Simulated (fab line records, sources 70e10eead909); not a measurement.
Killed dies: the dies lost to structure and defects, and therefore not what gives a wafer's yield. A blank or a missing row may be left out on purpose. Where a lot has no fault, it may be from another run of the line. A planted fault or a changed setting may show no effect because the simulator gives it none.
Chamber matching -- flow nand-harc -- 4 sister chambers for NHARC_A_WL_FILL_ALD_10 on ald-hk-01
The step deposits SiO2, target thk 50 nm, pulse time 10 s, ald cycles 500. 8 wafers are shown with their chamber, then 9 later ones without.

== WAFERS, EACH WITH ITS CHAMBER ==
wafer,chamber,heater-power-w (W),precursor-pulse-height-rel
L081.3,3,493,0.983
L084.4,1,427,1.027
L085.1,2,533,1.025
L085.5,1,421,1.016
L085.6,0,480,1.019
L088.4,0,459,1.002
L088.1,2,532,1.020
L088.2,3,482,1.008

== WAFERS WITH NO CHAMBER GIVEN ==
wafer,heater-power-w (W),precursor-pulse-height-rel
L090.1,431,1.001
L090.4,497,1.052
L090.5,422,1.009
L093.1,426,0.999
L093.5,425,0.992
L093.6,474,0.983
L094.4,433,1.029
L094.1,500,1.002
L094.5,441,1.046

== THE CHAMBER EACH PASSED THROUGH ==
wafer,from the rows above,in truth
L090.1,1,1
L090.4,can't be placed: 0 or 2 or 3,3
L090.5,1,1
L093.1,1,1
L093.5,1,1
L093.6,can't be placed: 3 or 0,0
L094.4,1,1
L094.1,3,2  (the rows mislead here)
L094.5,can't be placed: 1 or 0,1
Correct placement for 5 of the 9. These rows do not allow placing 3 (true chamber among the candidates in 3). Number placed wrongly: 1.
How it was worked out, from the rows above alone: a wafer's distance from a chamber is the root of the sum, over the readings, of the square of ((its reading less the chamber's mean) divided by the reading's scatter). The wafer belongs to the nearest chamber; if the next one is less than 2 further off, it can't be placed. Each chamber's mean is taken over the wafers shown for it. The scatter: take each reading less its chamber's mean, square it, sum over the shown wafers, divide by the number of wafers less the number of chambers, and take the root.
